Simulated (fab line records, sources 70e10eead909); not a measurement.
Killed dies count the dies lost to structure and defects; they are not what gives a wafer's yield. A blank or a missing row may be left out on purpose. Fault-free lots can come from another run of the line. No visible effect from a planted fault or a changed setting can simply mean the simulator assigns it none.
What tool caused it? :: flow nand-harc :: 13 lots, 39 wafers sampled, at 5 steps of a route of 1302

== WHAT THE GAUGES READ, wafer by wafer ==
NHARC_P_GATE_CD_MEAS_11: the cd target is 1640 nm. Usual: cd-nm 1640.2 nm, standard deviation 1.4.
lot: L334
measured: day 4 16:05
on: cd-sem-01
cd-nm (nm): 1639.8 1640.8 1641.4
flag: 

lot: L335
measured: day 4 22:21
on: cd-sem-03
cd-nm (nm): 1635.7 1637.9 1637.2
flag: 

lot: L336
measured: day 5 03:41
on: cd-sem-02
cd-nm (nm): 1640.6 1636.3 1639.8
flag: 

lot: L337
measured: day 5 14:02
on: cd-sem-03
cd-nm (nm): 1642.8 1641.3 1642.8
flag: 

lot: L346
measured: day 9 06:24
on: cd-sem-01
cd-nm (nm): 1641.3 1639.4 1640.3
flag: 

lot: L347
measured: day 9 17:01
on: cd-sem-02
cd-nm (nm): 1638.7 1638.6 1640.7
flag: 

lot: L350
measured: day 11 05:20
on: cd-sem-01
cd-nm (nm): 1641.8 1642.7 1641.6
flag: 

lot: L351
measured: day 11 09:37
on: cd-sem-02
cd-nm (nm): 1639.4 1639.9 1640.9
flag: 

lot: L352
measured: day 12 00:28
on: cd-sem-02
cd-nm (nm): 1642.2 1640.1 1641.7
flag: 

lot: L353
measured: day 12 07:52
on: cd-sem-03
cd-nm (nm): 1640.1 1639.2 1641.9
flag: 

lot: L355
measured: day 13 06:02
on: cd-sem-02
cd-nm (nm): 1641.5 1641.7 1640.8
flag: 

lot: L356
measured: day 13 12:50
on: cd-sem-03
cd-nm (nm): 1639.9 1639.2 1640.2
flag: 

lot: L357
measured: day 14 02:18
on: cd-sem-01
cd-nm (nm): 1640.2 1640.1 1638.9
flag: 

NHARC_P_GATE_OVL_MEAS_27. Usual: overlay-x-nm 0.3 nm, standard deviation 0.64; overlay-y-nm 0.0 nm, standard deviation 0.82.
lot: L334
measured: day 5 06:29
on: overlay-01
overlay-x-nm (nm): -0.1 -0.6 0.0
overlay-y-nm (nm): 1.5 1.8 1.6
flag: 

lot: L335
measured: day 5 13:55
on: overlay-02
overlay-x-nm (nm): 0.4 0.2 0.6
overlay-y-nm (nm): 0.1 -0.3 0.0
flag: 

lot: L336
measured: day 5 17:55
on: overlay-02
overlay-x-nm (nm): -0.4 -0.5 -0.6
overlay-y-nm (nm): -0.1 -0.2 -0.5
flag: 

lot: L337
measured: day 6 12:07
on: overlay-02
overlay-x-nm (nm): 0.8 0.7 0.3
overlay-y-nm (nm): -1.0 -0.8 -0.4
flag: 

lot: L346
measured: day 9 20:12
on: overlay-02
overlay-x-nm (nm): -0.4 -0.2 -0.6
overlay-y-nm (nm): 1.4 1.3 1.3
flag: 

lot: L347
measured: day 10 10:22
on: overlay-02
overlay-x-nm (nm): -0.1 -0.1 0.0
overlay-y-nm (nm): -0.9 -0.8 -0.7
flag: 

lot: L350
measured: day 11 19:25
on: overlay-02
overlay-x-nm (nm): 2.0 0.9 1.3
overlay-y-nm (nm): 0.1 0.6 0.1
flag: 

lot: L351
measured: day 12 02:34
on: overlay-01
overlay-x-nm (nm): 0.6 -0.3 0.5
overlay-y-nm (nm): -0.5 -0.5 -1.0
flag: 

lot: L352
measured: day 12 19:26
on: overlay-01
overlay-x-nm (nm): 0.7 0.4 0.7
overlay-y-nm (nm): -0.1 -0.2 -0.5
flag: 

lot: L353
measured: day 13 00:41
on: overlay-01
overlay-x-nm (nm): 0.8 0.2 0.6
overlay-y-nm (nm): -0.6 -0.1 -0.7
flag: 

lot: L355
measured: day 13 23:19
on: overlay-01
overlay-x-nm (nm): -0.6 -0.3 -0.6
overlay-y-nm (nm): 0.2 0.6 0.4
flag: 

lot: L356
measured: day 14 07:07
on: overlay-02
overlay-x-nm (nm): 1.0 0.5 -0.1
overlay-y-nm (nm): 0.2 0.4 0.2
flag: 

lot: L357
measured: day 14 18:43
on: overlay-01
overlay-x-nm (nm): 0.2 1.0 0.1
overlay-y-nm (nm): -0.3 -0.4 -0.3
flag: 

NHARC_P_GATE_CD_MEAS_59: the cd target is 720 nm. Usual: cd-nm 720.6 nm, standard deviation 1.4.
lot: L334
measured: day 5 20:08
on: cd-sem-01
cd-nm (nm): 717.8 720.4 718.1
flag: 

lot: L335
measured: day 6 03:35
on: cd-sem-01
cd-nm (nm): 722.2 723.4 722.1
flag: 

lot: L336
measured: day 6 07:40
on: cd-sem-01
cd-nm (nm): 718.4 718.4 719.7
flag: 

lot: L337
measured: day 7 01:41
on: cd-sem-01
cd-nm (nm): - - -
flag: OFF

lot: L346
measured: day 10 09:29
on: cd-sem-02
cd-nm (nm): 721.3 719.7 719.9
flag: 

lot: L347
measured: day 11 00:01
on: cd-sem-01
cd-nm (nm): 722.4 720.7 723.0
flag: 

lot: L350
measured: day 12 09:40
on: cd-sem-03
cd-nm (nm): 720.4 720.9 721.4
flag: 

lot: L351
measured: day 12 16:08
on: cd-sem-02
cd-nm (nm): 720.7 722.2 721.1
flag: 

lot: L352
measured: day 13 09:00
on: cd-sem-02
cd-nm (nm): 721.5 721.3 721.4
flag: 

lot: L353
measured: day 13 14:29
on: cd-sem-01
cd-nm (nm): 720.4 719.0 719.5
flag: 

lot: L355
measured: day 14 12:49
on: cd-sem-01
cd-nm (nm): 720.3 721.8 721.1
flag: 

lot: L356
measured: day 14 20:40
on: cd-sem-01
cd-nm (nm): 721.1 723.0 721.5
flag: 

lot: L357
measured: day 15 08:16
on: cd-sem-01
cd-nm (nm): 718.8 720.4 718.8
flag: 

== WHAT TOOL EACH LOT RAN ON (gives the tool, then ch and the chambers of the sampled wafers, and finally the start) ==
lot: L334
NHARC_P_GATE_STRIP_111: plasma-asher-02 ch 0,1, day 5 18:54
NHARC_P_GATE_EXPOSE_56: krf-scanner-03 ch 0, day 5 19:59

lot: L335
NHARC_P_GATE_STRIP_111: plasma-asher-01 ch 0,1, day 6 02:25
NHARC_P_GATE_EXPOSE_56: krf-scanner-02 ch 0, day 6 03:26

lot: L336
NHARC_P_GATE_STRIP_111: plasma-asher-02 ch 0,1, day 6 06:34
NHARC_P_GATE_EXPOSE_56: krf-scanner-02 ch 0, day 6 07:31

lot: L337
NHARC_P_GATE_STRIP_111: plasma-asher-02 ch 0,1, day 7 00:30
NHARC_P_GATE_EXPOSE_56: krf-scanner-03 ch 0, day 7 01:32

lot: L346
NHARC_P_GATE_STRIP_111: plasma-asher-02 ch 0,1, day 10 08:23
NHARC_P_GATE_EXPOSE_56: krf-scanner-02 ch 0, day 10 09:20

lot: L347
NHARC_P_GATE_STRIP_111: plasma-asher-02 ch 0,1, day 10 22:47
NHARC_P_GATE_EXPOSE_56: krf-scanner-03 ch 0, day 10 23:52

lot: L350
NHARC_P_GATE_STRIP_111: plasma-asher-02 ch 0,1, day 12 08:32
NHARC_P_GATE_EXPOSE_56: krf-scanner-03 ch 0, day 12 09:31

lot: L351
NHARC_P_GATE_STRIP_111: plasma-asher-02 ch 1, day 12 15:02
NHARC_P_GATE_EXPOSE_56: krf-scanner-03 ch 0, day 12 15:59

lot: L352
NHARC_P_GATE_STRIP_111: plasma-asher-02 ch 0,1, day 13 07:49
NHARC_P_GATE_EXPOSE_56: krf-scanner-02 ch 0, day 13 08:51

lot: L353
NHARC_P_GATE_STRIP_111: plasma-asher-02 ch 0,1, day 13 13:16
NHARC_P_GATE_EXPOSE_56: krf-scanner-03 ch 0, day 13 14:20

lot: L355
NHARC_P_GATE_STRIP_111: plasma-asher-02 ch 0, day 14 11:35
NHARC_P_GATE_EXPOSE_56: krf-scanner-04 ch 0, day 14 12:40

lot: L356
NHARC_P_GATE_STRIP_111: plasma-asher-01 ch 0,1, day 14 19:33
NHARC_P_GATE_EXPOSE_56: krf-scanner-04 ch 0, day 14 20:30

lot: L357
NHARC_P_GATE_STRIP_111: plasma-asher-02 ch 0,1, day 15 07:02
NHARC_P_GATE_EXPOSE_56: krf-scanner-03 ch 0, day 15 08:07
- NHARC_P_GATE_STRIP_111: strips in N2/H2, time 250 s.
- NHARC_P_GATE_EXPOSE_56: exposes mask P PSD, target cd 720 nm.

== AS READ BY THE TOOLS THEMSELVES (means over the sampled wafers that have a number; for cases with no such wafer, the mark the record gives instead) ==
NHARC_P_GATE_STRIP_111. Usual: drypump-motor-current-A 5.9 A, standard deviation 0.41; heater-power-w 93 W, standard deviation 9.2.
lot: L334
tool: plasma-asher-02
drypump-motor-current-A (A): 6.1
heater-power-w (W): 100
flag: 

lot: L335
tool: plasma-asher-01
drypump-motor-current-A (A): 6.0
heater-power-w (W): 84
flag: 

lot: L336
tool: plasma-asher-02
drypump-motor-current-A (A): 5.9
heater-power-w (W): 95
flag: 

lot: L337
tool: plasma-asher-02
drypump-motor-current-A (A): 5.9
heater-power-w (W): 95
flag: 

lot: L346
tool: plasma-asher-02
drypump-motor-current-A (A): 6.0
heater-power-w (W): 99
flag: 

lot: L347
tool: plasma-asher-02
drypump-motor-current-A (A): 5.9
heater-power-w (W): 96
flag: 

lot: L350
tool: plasma-asher-02
drypump-motor-current-A (A): 5.9
heater-power-w (W): 94
flag: 

lot: L351
tool: plasma-asher-02
drypump-motor-current-A (A): 5.7
heater-power-w (W): 91
flag: 

lot: L352
tool: plasma-asher-02
drypump-motor-current-A (A): 5.9
heater-power-w (W): 96
flag: 

lot: L353
tool: plasma-asher-02
drypump-motor-current-A (A): 6.0
heater-power-w (W): 101
flag: 

lot: L355
tool: plasma-asher-02
drypump-motor-current-A (A): 6.2
heater-power-w (W): 105
flag: 

lot: L356
tool: plasma-asher-01
drypump-motor-current-A (A): 6.0
heater-power-w (W): 82
flag: 

lot: L357
tool: plasma-asher-02
drypump-motor-current-A (A): 6.0
heater-power-w (W): 99
flag: 

NHARC_P_GATE_EXPOSE_56. Usual: focus-offset-nm 0.0 nm, standard deviation 0.45.
lot: L334
tool: krf-scanner-03
focus-offset-nm (nm): 0.0
flag: 

lot: L335
tool: krf-scanner-02
focus-offset-nm (nm): -0.3
flag: 

lot: L336
tool: krf-scanner-02
focus-offset-nm (nm): 0.0
flag: 

lot: L337
tool: krf-scanner-03
focus-offset-nm (nm): 0.4
flag: 

lot: L346
tool: krf-scanner-02
focus-offset-nm (nm): -0.1
flag: 

lot: L347
tool: krf-scanner-03
focus-offset-nm (nm): -0.0
flag: 

lot: L350
tool: krf-scanner-03
focus-offset-nm (nm): 0.1
flag: 

lot: L351
tool: krf-scanner-03
focus-offset-nm (nm): 0.2
flag: 

lot: L352
tool: krf-scanner-02
focus-offset-nm (nm): 0.2
flag: 

lot: L353
tool: krf-scanner-03
focus-offset-nm (nm): 0.0
flag: 

lot: L355
tool: krf-scanner-04
focus-offset-nm (nm): -0.3
flag: 

lot: L356
tool: krf-scanner-04
focus-offset-nm (nm): 0.0
flag: 

lot: L357
tool: krf-scanner-03
focus-offset-nm (nm): 0.3
flag: 

== THE ANSWER, worked out from the rows above alone ==
Rule: a lot counts as off when the mean over its wafers that have a number is more than 3 standard deviations away from the usual mean. Also off: a lot with no number at a reading for which 4 or more lots have one. The other lots that the step has rows for count as sound. Order of review: gauges by route order, followed by the tools' own readings, for which a lot's mean as printed above is used. The first step at which some lot is off is used, and at that step the reading that is off furthest; a lot without a number counts as furthest.
Off, at NHARC_P_GATE_CD_MEAS_59 on cd-nm: L337. Without a number there: L337.
A tool fits if, at a process step before that reading, it ran every lot that is off, and no sound lot after the first of them. The gauges at NHARC_P_GATE_CD_MEAS_59 are tried like those tools. No candidate that was tried fits.

== WHAT WAS PUT IN BY THE SIMULATOR ==
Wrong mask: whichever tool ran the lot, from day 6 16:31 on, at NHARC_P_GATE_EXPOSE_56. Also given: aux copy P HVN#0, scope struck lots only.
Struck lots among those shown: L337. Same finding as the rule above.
